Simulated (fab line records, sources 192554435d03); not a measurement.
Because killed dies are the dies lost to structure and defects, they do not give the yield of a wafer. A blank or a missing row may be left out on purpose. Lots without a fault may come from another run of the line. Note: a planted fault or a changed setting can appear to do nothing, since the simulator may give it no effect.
Chamber matching ; flow n5_finfet ; 4 sister chambers for N5_PASSIVATION_PASS_ETCH_74 on rie_diel-05
The step etches SiNx in CF4/O2, target depth 220 nm, time 110 s. 4 wafers are shown with their chamber, then 11 later ones without.

WAFERS WITH THEIR CHAMBER
wafer;chamber;drypump_motor_current_A (A)
L084.2;2;5.1
L087.2;3;5.2
L087.3;1;6.4
L088.2;0;5.5

WAFERS MISSING THEIR CHAMBER
wafer;drypump_motor_current_A (A)
L088.3;6.4
L088.6;5.5
L089.1;6.3
L089.2;5.5
L089.5;6.3
L094.1;5.2
L094.4;5.3
L094.5;5.5
L092.3;6.4
L092.4;5.1
L092.5;5.5

WHICH CHAMBER EACH ONE RAN IN
wafer;from the rows above;in truth
L088.3;1;1
L088.6;0;0
L089.1;1;1
L089.2;0;0
L089.5;1;1
L094.1;can't be placed: 3 or 2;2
L094.4;can't be placed: 3 or 0 or 2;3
L094.5;0;0
L092.3;1;1
L092.4;can't be placed: 2 or 3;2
L092.5;0;0
Correct placement for 8 of the 11. Can't be placed from these rows: 3 (the true chamber is among the candidates in 3). Placed wrongly: 0.
How it was worked out, from the rows above alone: a wafer's distance from a chamber is the root of the sum, over the readings, of the square of ((its reading less the chamber's mean) divided by the reading's scatter). The wafer belongs to the nearest chamber; if the next one is less than 2 further off, it can't be placed. A chamber's mean is the mean of its shown wafers. The scatter: with one shown wafer a chamber, the root of the mean of the squares of how far each hidden wafer lies from its nearest shown one.
